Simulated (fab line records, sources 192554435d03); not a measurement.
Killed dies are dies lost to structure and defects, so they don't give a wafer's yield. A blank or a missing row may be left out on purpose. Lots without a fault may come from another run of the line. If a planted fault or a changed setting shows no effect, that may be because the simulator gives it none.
fab line records -- flow n5_finfet
[record] lots = 5, wafers = 15, last_day = 19
route steps=1938 shown MOL_CONTACT_COAG@523 BEOL_M4@1111
lots with no fault: from the same line, run without faults
start_h: hours from the record's first day to the start of the lot's first wafer shown -- wait_h: hours elapsed since this lot's preceding step -- " same as the row above -- L1.1+2: a row that stands for several wafers -- - no value present, or no start provided -- * or withheld: withheld -- < > ~ a bound
route shown NAME@n: a module of which the file shows steps, and the number in the route of the first -- usual: mean/standard deviation of fault-free wafers -- same: alike in all rows -- chamber/n: place in a boat -- sites: readings site by site -- _std_site: the standard deviation of these -- _edge_site: outer sites' mean less inner sites' -- radius_mm: how far each site lies from the wafer's centre -- mask NAME#n: copy n -- behind: the most recent tool/chamber to have shaped the wafer -- hold: why the lot went on hold/how many hours it stayed there/how the hold came to an end -- device: whichever transistor did not switch (one of n, p or np) -- end of line: tests run on the same wafers once the route is complete -- step lacking rows: just its recipe -- killed: at the first sort, the dies lost to defects and structure; wafer yield is something else -- map: the dies of a wafer, with x for killed, . for not killed, _ for no die there
set.NAME: the run value of the setting; set.NAME@STEP: its run value at that earlier step -- model.NAME: the simulator's own value behind a step, which no gauge read
a table for each step, a row for each wafer; lots at some steps of the route
services: a tool's chamber out of use, with start hour (start_h, from the record's first day; less than 0 if before it), hours out, and reason
[[steps]]
[step N5_MOL_CONTACT_COAG_EXPOSE_05]
[recipe] mask_id = CA, na = 0.33, source_shape = annular, sigma_inner = 0.4, sigma_outer = 0.8, polarization = unpolarized, defocus_nm = 0, dose_mj = 38.25
[step N5_MOL_CONTACT_COAG_PEB_06]
[recipe] peb_temp_c = 100, peb_time_s = 60, resist = CAR-EUV
[step N5_MOL_CONTACT_COAG_DEVELOP_07]
[recipe] develop_time_s = 30, developer = TMAH, resist = CAR-EUV, rinse_liquid = surfactant_rinse, dry = air_spin, dev_temp_c = 23
[step N5_MOL_CONTACT_COAG_CD_MEAS_08]
[recipe] target_cd_nm = 28, landing_energy_ev = 500, detector = se_inlens, polarity = opening
[usual] cd_nm = 28.04/0.29
lot.wafer,tool,chamber,start_h,wait_h,cd_nm
L710.1,cd_sem-02,0,127.62,-,27.81
L710.3,cd_sem-02,0,127.62,-,27.88
L710.4,cd_sem-02,0,127.62,-,28.41
L717.2,cd_sem-02,0,167.48,-,27.97
L717.3,cd_sem-02,0,167.48,-,27.76
L717.4,cd_sem-02,0,167.48,-,28.17
L721.3,cd_sem-03,0,188.57,-,28.19
L721.5,cd_sem-03,0,188.57,-,27.79
L721.6,cd_sem-03,0,188.57,-,27.87
L724.4,cd_sem-01,0,208.85,-,27.82
L724.5,cd_sem-01,0,208.85,-,27.82
L724.6,cd_sem-01,0,208.85,-,28.02
L726.2,cd_sem-01,0,220.76,-,27.95
L726.3,cd_sem-01,0,220.76,-,27.72
L726.4,cd_sem-01,0,220.76,-,27.66
[step N5_MOL_CONTACT_COAG_OVL_MEAS_09]
[recipe] points_per_wafer = 522
[usual] CA_OVL = 0.0/0.63
lot.wafer,tool,chamber,start_h,wait_h,CA_OVL[nm]
L710.1,overlay-02,0,127.65,0.0,0.6
L710.3,overlay-02,0,127.65,0.0,0.7
L710.4,overlay-02,0,127.65,0.0,0.4
L717.2,overlay-01,0,167.52,0.0,-1.2
L717.3,overlay-01,0,167.52,0.0,-1.1
L717.4,overlay-01,0,167.52,0.0,-1.3
L721.3,overlay-01,0,188.61,0.0,-0.8
L721.5,overlay-01,0,188.61,0.0,-0.1
L721.6,overlay-01,0,188.61,0.0,0.1
L724.4,overlay-02,0,208.89,0.0,-1.3
L724.5,overlay-02,0,208.89,0.0,0.1
L724.6,overlay-02,0,208.89,0.0,-1.3
L726.2,overlay-02,0,220.80,0.0,-0.5
L726.3,overlay-02,0,220.80,0.0,-0.4
L726.4,overlay-02,0,220.80,0.0,0.6
[step N5_MOL_CONTACT_COAG_INSPECT_10]
[recipe] mode = adi, inspect_instrument = brightfield
[usual] raw_defect_count = 81/34
lot.wafer,tool,chamber,start_h,wait_h,raw_defect_count
L710.1,defect_inspect-02,-,127.71,0.1,43
L710.3,defect_inspect-02,-,127.71,0.1,55
L710.4,defect_inspect-02,-,127.71,0.1,72
L717.2,defect_inspect-02,-,167.57,0.0,99
L717.3,defect_inspect-02,-,167.57,0.0,40
L717.4,defect_inspect-02,-,167.57,0.0,45
L721.3,defect_inspect-02,-,188.65,0.0,100
L721.5,defect_inspect-02,-,188.65,0.0,89
L721.6,defect_inspect-02,-,188.65,0.0,46
L724.4,defect_inspect-02,-,208.94,0.0,60
L724.5,defect_inspect-02,-,208.94,0.0,74
L724.6,defect_inspect-02,-,208.94,0.0,70
L726.2,defect_inspect-02,-,220.85,0.0,36
L726.3,defect_inspect-02,-,220.85,0.0,61
L726.4,defect_inspect-02,-,220.85,0.0,47
[step N5_MOL_CONTACT_COAG_DESCUM_13]
[recipe] chemistry = O2, time_s = 7, source_power_w = 50, bias_power_w = 20, pressure_mtorr = 20, rf_frequency_hz = 2.712e+07, temp_c = 40, resist = CAR-EUV, o2_flow_sccm = 225
[usual] drypump_motor_current_A = 5.5/0.44, oes_product_au = 0.82/0.1, rf_fwd_power_W = 49.42/0.23, rf_vpp_V = 243.1/1.4, showerhead_plenum_p_Torr = 2.09/0.081, throttle_valve_pct = 20.39/0.21
[same] time_s = 7
lot.wafer,tool,chamber,start_h,wait_h,drypump_motor_current_A,oes_product_au,rf_fwd_power_W,rf_hours_counter_h,rf_vpp_V,showerhead_plenum_p_Torr,throttle_valve_pct
L710.1,rie_diel-01,2,127.74,0.0,5.9,0.70,49.55,216,242.6,1.97,20.45
L710.3,rie_diel-01,1,127.74,0.0,5.2,0.70,49.53,238,245.1,2.15,20.50
L710.4,rie_diel-01,3,127.74,0.0,5.0,0.96,49.13,9,243.1,2.15,20.17
L717.2,rie_diel-04,1,167.61,0.0,6.5,0.88,49.69,45,242.6,2.04,20.63
L717.3,rie_diel-04,0,167.61,0.0,5.1,0.68,49.30,261,241.9,2.08,20.88
L717.4,rie_diel-04,2,167.61,0.0,5.5,0.83,49.28,88,243.5,2.11,20.09
L721.3,rie_diel-04,2,188.72,0.1,5.4,0.81,49.11,98,243.3,2.10,20.09
L721.5,rie_diel-04,3,188.72,0.1,5.9,0.93,49.72,-,246.5,2.22,20.40
L721.6,rie_diel-04,1,188.72,0.1,6.5,0.86,49.64,-,242.0,2.03,20.65
L724.4,rie_diel-01,3,209.08,0.1,4.9,0.90,49.48,-,243.9,2.13,20.20
L724.5,rie_diel-01,0,209.08,0.1,5.5,0.89,49.25,-,242.0,2.05,20.31
L724.6,rie_diel-01,1,209.08,0.1,5.2,0.92,49.64,-,243.8,2.14,20.24
L726.2,rie_diel-01,3,221.68,0.8,5.0,0.90,49.22,44,243.1,2.13,20.22
L726.3,rie_diel-01,0,221.68,0.8,5.5,0.88,49.31,30,242.7,2.04,20.32
L726.4,rie_diel-01,1,221.68,0.8,5.2,0.90,49.42,-,244.0,2.14,20.25
[step N5_MOL_CONTACT_COAG_ETCH_59]
[recipe] chemistry = N2/H2, target = underlayer, target_depth_a = 130, mask_material = CAR-EUV, time_s = 10.4, ion_energy_ev = 200, pressure_mtorr = 30, source_w = 840, bias_w = 150, n2_flow_sccm = 200, h2_flow_sccm = 200, ends = cleared
[usual] drypump_motor_current_A = 5.5/0.44, etch_rf_on_time_s = 10.30/0.23, n2_flow_sccm = 200.0/0.6, oes_product_au = 0.70/0.084, rf_fwd_power_W = 818.9/2.3, rf_vpp_V = 523.8/2.5, showerhead_plenum_p_Torr = 2.54/0.094, throttle_valve_pct = 17.79/0.26
lot.wafer,tool,chamber,start_h,wait_h,drypump_motor_current_A,etch_rf_on_time_s,n2_flow_sccm,oes_product_au,rf_fwd_power_W,rf_hours_counter_h,rf_vpp_V,showerhead_plenum_p_Torr,throttle_valve_pct
L710.1,rie_diel-01,2,127.78,0.0,6.0,10.63,200.9,0.59,816.9,216,519.5,2.40,18.01
L710.3,rie_diel-01,1,127.78,0.0,5.3,10.67,200.6,0.59,821.0,238,525.3,2.62,17.98
L710.4,rie_diel-01,3,127.78,0.0,4.9,10.17,199.7,0.83,818.5,9,526.3,2.59,17.48
L717.2,rie_diel-04,1,167.64,0.0,6.5,10.14,198.5,0.75,822.2,45,522.2,2.48,18.11
L717.3,rie_diel-04,0,167.64,0.0,5.1,10.41,200.6,0.58,820.2,261,522.0,2.48,18.01
L717.4,rie_diel-04,2,167.64,0.0,5.4,10.82,199.9,0.69,821.7,88,524.2,2.56,17.42
L721.3,rie_diel-04,2,188.76,0.0,5.4,10.78,199.7,0.68,820.8,98,523.6,2.56,17.43
L721.5,rie_diel-04,3,188.76,0.0,5.9,10.16,200.4,0.79,817.0,-,527.7,2.71,17.88
L721.6,rie_diel-04,1,188.76,0.0,6.5,10.12,199.2,0.75,823.0,-,523.2,2.47,18.13
L724.4,rie_diel-01,3,209.10,0.0,4.9,10.21,199.5,0.77,822.3,-,525.8,2.57,17.52
L724.5,rie_diel-01,0,209.10,0.0,5.5,10.28,199.5,0.75,817.7,-,523.4,2.48,17.71
L724.6,rie_diel-01,1,209.10,0.0,5.2,10.23,198.9,0.78,816.1,-,523.7,2.61,17.63
L726.2,rie_diel-01,3,221.71,0.0,5.0,10.17,199.7,0.76,819.5,44,525.2,2.57,17.54
L726.3,rie_diel-01,0,221.71,0.0,5.5,10.12,199.3,0.75,823.6,30,521.6,2.48,17.72
L726.4,rie_diel-01,1,221.71,0.0,5.2,10.18,200.1,0.78,814.0,-,525.2,2.61,17.63
[step N5_MOL_CONTACT_COAG_ETCH_105]
[recipe] chemistry = CF4, target = SiARC, target_depth_a = 156, mask_material = CAR-EUV, time_s = 26, ion_energy_ev = 80, pressure_mtorr = 40, source_w = 545, bias_w = 36, Ar_flow_sccm = 100, cf4_flow_sccm = 100, ends = cleared
[usual] drypump_motor_current_A = 5.5/0.43, etch_rf_on_time_s = 25.7/0.58, oes_product_au = 0.70/0.085, rf_fwd_power_W = 532.2/2, rf_vpp_V = 184.0/1.3, showerhead_plenum_p_Torr = 2.15/0.074, throttle_valve_pct = 15.58/0.25
lot.wafer,tool,chamber,start_h,wait_h,drypump_motor_current_A,etch_rf_on_time_s,oes_product_au,rf_fwd_power_W,rf_hours_counter_h,rf_vpp_V,showerhead_plenum_p_Torr,throttle_valve_pct
L710.1,rie_diel-01,2,127.80,0.0,5.9,26.1,0.60,533.0,216,182.4,2.04,15.81
L710.3,rie_diel-01,1,127.80,0.0,5.3,26.3,0.59,533.3,238,183.8,2.20,15.80
L710.4,rie_diel-01,3,127.80,0.0,5.0,25.3,0.83,528.2,9,185.2,2.19,15.35
L717.2,rie_diel-04,1,167.66,0.0,6.5,25.4,0.75,534.9,45,185.1,2.11,15.81
L717.3,rie_diel-04,0,167.66,0.0,5.1,26.2,0.58,531.2,261,183.8,2.11,16.00
L717.4,rie_diel-04,2,167.66,0.0,5.5,27.0,0.69,529.5,88,184.5,2.16,15.27
L721.3,rie_diel-04,2,188.78,0.0,5.4,27.0,0.68,528.2,98,185.5,2.16,15.29
L721.5,rie_diel-04,3,188.78,0.0,5.8,25.3,0.79,530.5,-,186.6,2.27,15.55
L721.6,rie_diel-04,1,188.78,0.0,6.5,25.4,0.74,532.9,-,185.1,2.10,15.83
L724.4,rie_diel-01,3,209.13,0.0,4.9,25.2,0.77,532.9,-,183.9,2.18,15.40
L724.5,rie_diel-01,0,209.13,0.0,5.5,25.6,0.75,528.8,-,183.0,2.11,15.48
L724.6,rie_diel-01,1,209.13,0.0,5.2,25.1,0.79,533.8,-,184.7,2.19,15.38
L726.2,rie_diel-01,3,221.73,0.0,5.0,25.2,0.76,532.0,44,185.4,2.18,15.42
L726.3,rie_diel-01,0,221.73,0.0,5.5,25.6,0.74,528.0,30,183.4,2.11,15.51
L726.4,rie_diel-01,1,221.73,0.0,5.2,25.2,0.78,532.2,-,183.1,2.19,15.39
[step N5_MOL_CONTACT_COAG_ETCH_106]
[recipe] chemistry = N2/H2, target = SOC, target_depth_a = 800, overetch_a = 160, mask_material = SiARC, temp_c = 40, time_s = 120, ion_energy_ev = 200, pressure_mtorr = 30, source_w = 840, bias_w = 150, n2_flow_sccm = 200, h2_flow_sccm = 200
[usual] drypump_motor_current_A = 5.5/0.44, n2_flow_sccm = 200.0/0.57, oes_product_au = 0.73/0.082, rf_fwd_power_W = 836.4/2.9, rf_vpp_V = 523.9/2.7, showerhead_plenum_p_Torr = 2.54/0.094, throttle_valve_pct = 17.76/0.26
[same] time_s = 120
lot.wafer,tool,chamber,start_h,wait_h,drypump_motor_current_A,n2_flow_sccm,oes_product_au,rf_fwd_power_W,rf_hours_counter_h,rf_vpp_V,showerhead_plenum_p_Torr,throttle_valve_pct
L710.1,rie_diel-01,2,127.83,0.0,6.0,200.9,0.63,836.4,216,520.4,2.40,17.98
L710.3,rie_diel-01,1,127.83,0.0,5.3,199.8,0.62,839.1,238,525.9,2.62,17.97
L710.4,rie_diel-01,3,127.83,0.0,5.0,199.8,0.86,833.8,9,524.7,2.59,17.43
L717.2,rie_diel-04,1,167.69,0.0,6.5,199.4,0.78,836.1,45,523.4,2.48,18.08
L717.3,rie_diel-04,0,167.69,0.0,5.1,199.2,0.60,842.5,261,521.3,2.48,18.00
L717.4,rie_diel-04,2,167.69,0.0,5.4,200.5,0.73,835.1,88,524.8,2.56,17.41
L721.3,rie_diel-04,2,188.81,0.0,5.5,200.3,0.72,837.2,98,524.1,2.56,17.42
L721.5,rie_diel-04,3,188.81,0.0,5.8,199.4,0.82,836.2,-,529.0,2.71,17.85
L721.6,rie_diel-04,1,188.81,0.0,6.5,198.9,0.76,836.4,-,522.4,2.47,18.09
L724.4,rie_diel-01,3,209.18,0.0,5.0,200.5,0.79,834.7,-,525.3,2.57,17.49
L724.5,rie_diel-01,0,209.18,0.0,5.5,199.8,0.78,837.6,-,523.5,2.48,17.69
L724.6,rie_diel-01,1,209.18,0.0,5.2,200.0,0.80,830.7,-,525.4,2.61,17.61
L726.2,rie_diel-01,3,221.76,0.0,5.0,200.7,0.78,837.5,44,524.7,2.57,17.50
L726.3,rie_diel-01,0,221.76,0.0,5.5,200.3,0.77,840.3,30,521.5,2.48,17.70
L726.4,rie_diel-01,1,221.76,0.0,5.3,200.1,0.80,836.1,-,525.7,2.61,17.62
[step N5_MOL_CONTACT_COAG_STRIP_107]
[recipe] chemistry = N2/H2, temp_c = 40, n2_flow_sccm = 200, h2_flow_sccm = 200, rf_frequency_hz = 6e+07
[step N5_MOL_CONTACT_COAG_STRIP_108]
[recipe] chemistry = N2/H2, temp_c = 40, n2_flow_sccm = 200, h2_flow_sccm = 200, rf_frequency_hz = 6e+07
[step N5_MOL_CONTACT_COAG_CONTACT_ETCH_14]
[recipe] chemistry = C4F6/O2, target = SiO2, target_depth_a = 275, overetch_a = 85, mask_material = SOC, pressure_mtorr = 30, source_w = 370, bias_w = 185, Ar_flow_sccm = 300, C4F6_flow_sccm = 16, O2_flow_sccm = 10, time_s = 20, ion_energy_ev = 259.6
[usual] C4F6_flow_sccm = 16.00/0.045, drypump_motor_current_A = 5.5/0.44, oes_product_au = 0.70/0.078, rf_fwd_power_W = 364.1/2, rf_vpp_V = 693/3.5, showerhead_plenum_p_Torr = 2.88/0.098, throttle_valve_pct = 21.25/0.22
[same] time_s = 20
lot.wafer,tool,chamber,start_h,wait_h,C4F6_flow_sccm,drypump_motor_current_A,oes_product_au,rf_fwd_power_W,rf_hours_counter_h,rf_vpp_V,showerhead_plenum_p_Torr,throttle_valve_pct,model.SOC_of_MOL_CONTACT_COAG_COAT_103.thk_nm
L710.1,rie_diel-01,2,127.93,0.0,15.95,5.9,0.60,365.1,216,688,2.74,21.40,78.8
L710.3,rie_diel-01,1,127.93,0.0,16.03,5.3,0.59,364.1,238,696,2.96,21.35,78.6
L710.4,rie_diel-01,3,127.93,0.0,16.02,5.0,0.81,361.0,9,695,2.94,20.99,78.6
L717.2,rie_diel-04,1,167.79,0.0,16.02,6.5,0.74,366.3,46,692,2.82,21.57,79
L717.3,rie_diel-04,0,167.79,0.0,16.04,5.1,0.58,364.5,261,691,2.84,21.64,78.8
L717.4,rie_diel-04,2,167.79,0.0,16.12,5.4,0.70,359.1,88,695,2.91,20.99,79.2
L721.3,rie_diel-04,2,188.91,0.0,15.98,5.4,0.69,361.7,98,694,2.91,21.01,78
L721.5,rie_diel-04,3,188.91,0.0,16.02,5.9,0.78,366.6,-,698,3.05,21.23,78.2
L721.6,rie_diel-04,1,188.91,0.0,15.94,6.5,0.72,366.8,-,690,2.82,21.59,78
L724.4,rie_diel-01,3,209.26,0.0,15.92,5.0,0.75,363.6,-,694,2.93,21.05,78.2
L724.5,rie_diel-01,0,209.26,0.0,15.98,5.4,0.74,362.3,-,692,2.83,21.23,78.4
L724.6,rie_diel-01,1,209.26,0.0,16.04,5.2,0.77,366.0,-,695,2.94,21.08,78
L726.2,rie_diel-01,3,221.86,0.0,15.95,5.0,0.75,362.9,45,693,2.92,21.05,78.6
L726.3,rie_diel-01,0,221.86,0.0,16.05,5.5,0.74,363.3,30,691,2.83,21.25,78.6
L726.4,rie_diel-01,1,221.86,0.0,15.96,5.2,0.76,365.6,-,695,2.94,21.09,78.8
[step N5_MOL_CONTACT_COAG_STRIP_109]
[recipe] chemistry = C4F6/O2, resist = SiARC, rf_frequency_hz = 6e+07
[step N5_MOL_CONTACT_COAG_ETCH_15]
[recipe] chemistry = CH3F/O2, target = SiNx, target_depth_a = 70, mask_material = SOC, stop_on = Si:P, over_etch_frac = 0.75, ion_energy_ev = 120, pressure_mtorr = 30, source_w = 395, bias_w = 73, Ar_flow_sccm = 150, CH3F_flow_sccm = 30, O2_flow_sccm = 20
[usual] drypump_motor_current_A = 5.5/0.44, oes_product_au = 0.60/0.067, rf_fwd_power_W = 392.2/1.4, rf_vpp_V = 295/4.8, showerhead_plenum_p_Torr = 2.00/0.071, throttle_valve_pct = 16.30/0.24
lot.wafer,tool,chamber,start_h,wait_h,drypump_motor_current_A,oes_product_au,rf_fwd_power_W,rf_hours_counter_h,rf_vpp_V,showerhead_plenum_p_Torr,throttle_valve_pct
L710.1,rie_diel-01,2,127.96,0.0,5.9,0.51,391.9,216,287,1.90,16.54
L710.3,rie_diel-01,1,127.96,0.0,5.2,0.51,392.4,238,296,2.05,16.48
L710.4,rie_diel-01,3,127.96,0.0,5.0,0.69,392.7,9,293,2.04,16.02
L717.2,rie_diel-04,1,167.82,0.0,6.5,0.63,394.5,46,301,1.96,16.54
L717.3,rie_diel-04,0,167.82,0.0,5.1,0.49,392.4,261,296,1.97,16.75
L717.4,rie_diel-04,2,167.82,0.0,5.4,0.60,391.0,88,297,2.02,16.03
L721.3,rie_diel-04,2,188.94,0.0,5.4,0.59,389.7,98,298,2.02,16.06
L721.5,rie_diel-04,3,188.94,0.0,5.9,0.68,391.2,-,292,2.13,16.27
L721.6,rie_diel-04,1,188.94,0.0,6.5,0.62,394.1,-,300,1.96,16.56
L724.4,rie_diel-01,3,209.31,0.0,5.0,0.65,392.5,-,295,2.03,16.09
L724.5,rie_diel-01,0,209.31,0.0,5.5,0.63,393.9,-,301,1.97,16.23
L724.6,rie_diel-01,1,209.31,0.0,5.3,0.66,391.0,-,296,2.05,16.08
L726.2,rie_diel-01,3,221.89,0.0,4.9,0.64,391.5,45,294,2.03,16.09
L726.3,rie_diel-01,0,221.89,0.0,5.5,0.64,392.0,30,301,1.97,16.25
L726.4,rie_diel-01,1,221.89,0.0,5.2,0.65,395.2,-,298,2.04,16.08
[step N5_MOL_CONTACT_COAG_ETCH_110]
[recipe] chemistry = CF4/O2, target = Si, target_depth_a = 25, time_s = 8, pressure_mtorr = 100, source_w = 200, bias_w = 12, ion_energy_ev = 60, Ar_flow_sccm = 100, cf4_flow_sccm = 100, O2_flow_sccm = 10
[usual] drypump_motor_current_A = 5.5/0.44, oes_product_au = 0.82/0.099, rf_fwd_power_W = 198.3/0.79, rf_vpp_V = 126.6/2.4, showerhead_plenum_p_Torr = 2.23/0.076, throttle_valve_pct = 10.7/0.3
[same] time_s = 8
lot.wafer,tool,chamber,start_h,wait_h,drypump_motor_current_A,oes_product_au,rf_fwd_power_W,rf_hours_counter_h,rf_vpp_V,showerhead_plenum_p_Torr,throttle_valve_pct,model.SOC_of_MOL_CONTACT_COAG_COAT_103.thk_nm
L710.1,rie_diel-01,2,128.02,0.0,6.0,0.70,198.5,216,121.4,2.12,11.0,74
L710.3,rie_diel-01,1,128.02,0.0,5.2,0.70,197.8,238,127.2,2.29,11.1,73.8
L710.4,rie_diel-01,3,128.02,0.0,4.9,0.97,197.1,9,125.7,2.27,10.4,73.6
L717.2,rie_diel-04,1,167.88,0.0,6.5,0.89,199.6,46,129.5,2.19,10.8,74
L717.3,rie_diel-04,0,167.88,0.0,5.1,0.67,198.2,261,125.3,2.19,11.3,73.8
L717.4,rie_diel-04,2,167.88,0.0,5.4,0.80,197.5,88,129.2,2.24,10.4,74.4
L721.3,rie_diel-04,2,189.00,0.0,5.4,0.80,196.8,98,127.9,2.24,10.5,73.2
L721.5,rie_diel-04,3,189.00,0.0,5.9,0.93,198.9,-,124.9,2.36,10.5,73.4
L721.6,rie_diel-04,1,189.00,0.0,6.5,0.87,199.5,-,128.3,2.18,10.8,73.2
L724.4,rie_diel-01,3,209.36,0.0,4.9,0.90,197.6,-,126.0,2.26,10.5,73.2
L724.5,rie_diel-01,0,209.36,0.0,5.5,0.88,197.6,-,129.0,2.19,10.5,73.4
L724.6,rie_diel-01,1,209.36,0.0,5.3,0.91,199.0,-,128.0,2.28,10.4,73.2
L726.2,rie_diel-01,3,221.95,0.0,5.0,0.89,197.3,45,125.1,2.26,10.5,73.6
L726.3,rie_diel-01,0,221.95,0.0,5.5,0.87,198.1,30,128.5,2.19,10.5,73.6
L726.4,rie_diel-01,1,221.95,0.0,5.2,0.91,199.2,-,129.0,2.28,10.4,73.8
[step N5_MOL_CONTACT_COAG_STRIP_98]
[recipe] chemistry = N2/H2, power_w = 500, temp_c = 40, pressure_mtorr = 50, rf_frequency_hz = 6e+07, overash_fraction = 0.3, bias_power_w = 8, h2_frac = 0.5, n2_flow_sccm = 300, h2_flow_sccm = 300
[step N5_BEOL_M4_RC_MEAS_101]
[usual] DIBL_N = 36.5/1.9, DIBL_P = 36.4/2.2, IOFF_N = 0.17/0.034, IOFF_P = 0.21/0.036, ION_N = 678/12, ION_P = 462/7.1, SS_N = 71.7/0.61, SS_P = 73.4/0.71, VT_N = 249/3.5, VT_P = -251/3
lot.wafer,tool,chamber,start_h,wait_h,DIBL_N[mV/V],DIBL_P[mV/V],IOFF_N[nA/um],IOFF_P[nA/um],ION_N[uA/um],ION_P[uA/um],SS_N[mV/dec],SS_P[mV/dec],VT_N[mV],VT_P[mV]
L710.1,prober-01,0,213.55,0.0,36.6,34.7,0.15,0.18,666,451,71.1,72.6,249,-256
L710.3,prober-01,0,213.55,0.0,37.3,36.4,0.16,0.19,679,453,71.2,74.4,251,-253
L710.4,prober-01,0,213.55,0.0,36.8,35.5,0.15,0.19,662,450,71.4,73.6,252,-253
L717.2,prober-01,0,289.64,0.2,39.4,39.8,0.20,0.22,678,455,72.7,74.0,248,-254
L717.3,prober-01,0,289.64,0.2,39.5,40.4,0.22,0.25,705,469,71.9,74.3,245,-252
L717.4,prober-01,0,289.64,0.2,37.7,37.5,0.16,0.19,670,451,72.4,74.2,251,-253
L721.3,prober-01,0,300.15,0.3,37.2,38.2,0.18,0.23,694,471,71.7,73.5,244,-248
L721.5,prober-01,0,300.15,0.3,36.3,37.2,0.17,0.21,699,473,71.5,72.8,248,-250
L721.6,prober-01,0,300.15,0.3,36.2,36.8,0.16,0.20,684,464,71.4,73.7,251,-250
L724.4,prober-01,0,319.05,0.5,39.7,40.1,0.23,0.30,694,468,72.2,74.4,246,-245
L724.5,prober-01,0,319.05,0.5,36.0,35.4,0.16,0.21,690,459,71.7,73.3,250,-249
L724.6,prober-01,0,319.05,0.5,39.2,39.5,0.22,0.29,694,471,73.3,74.6,245,-248
L726.2,prober-01,0,334.01,0.2,38.2,38.9,0.22,0.23,683,458,72.1,74.4,244,-248
L726.3,prober-01,0,334.01,0.2,37.7,37.7,0.19,0.20,680,456,71.4,73.8,246,-250
L726.4,prober-01,0,334.01,0.2,32.8,32.9,0.12,0.15,671,462,70.5,71.9,251,-255
[[services]]
tool,chamber,start_h,hours,kind
rie_diel-04,3,128.01,-,clean
rie_diel-04,3,128.01,-,consumable_replace:focus_ring
rie_diel-04,3,128.01,-,consumable_replace:showerhead
rie_diel-04,3,128.01,28.4,scheduled_down
rie_diel-04,3,128.01,28.4,vent_cycle
rie_diel-01,0,128.11,-,clean
rie_diel-01,0,128.11,-,consumable_replace:focus_ring
rie_diel-01,1,153.53,-,clean
rie_diel-01,1,153.53,-,consumable_replace:focus_ring
rie_diel-01,1,153.53,22.3,scheduled_down
rie_diel-01,1,153.53,22.3,vent_cycle
rie_diel-04,2,165.85,1.5,repair
rie_diel-04,0,170.71,17.3,repair
rie_diel-01,3,183.63,4.1,repair
rie_diel-04,0,188.21,-,clean
rie_diel-04,0,188.21,-,consumable_replace:focus_ring
rie_diel-04,0,188.21,24.3,scheduled_down
rie_diel-04,0,188.21,24.3,vent_cycle
rie_diel-01,2,208.41,-,clean
rie_diel-01,2,208.41,-,consumable_replace:focus_ring
rie_diel-01,2,208.41,-,consumable_replace:showerhead
rie_diel-01,2,208.41,16.5,scheduled_down
rie_diel-01,2,208.41,16.5,vent_cycle
[[key]]
first_sign none at tools or gauges
[model_effect] step = N5_MOL_CONTACT_COAG_CONTACT_ETCH_14, value = SOC_of_MOL_CONTACT_COAG_COAT_103.thk_nm, without = 78.4, struck = 78
[model_effect] step = N5_MOL_CONTACT_COAG_ETCH_110, value = SOC_of_MOL_CONTACT_COAG_COAT_103.thk_nm, without = 73.8, struck = 73.2
met_at N5_MOL_CONTACT_COAG_CONTACT_ETCH_14
struck_wafers L721.3
[baseline_loss] step = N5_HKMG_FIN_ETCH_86, wafers = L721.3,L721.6
onset_between 167.79 188.91
[fault] kind = process_parameter_drift, tool = rie_diel-04, chamber = -, onset_h = 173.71, steps = N5_MOL_CONTACT_COAG_CONTACT_ETCH_14, channel = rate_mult, offset = 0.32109, shape = step, end_h = 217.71, scope = struck_wafers_only
// baseline_loss: these wafers lose ten dies or more at that step, a loss of the line's own and not of a fault; the sort's usual values leave them out
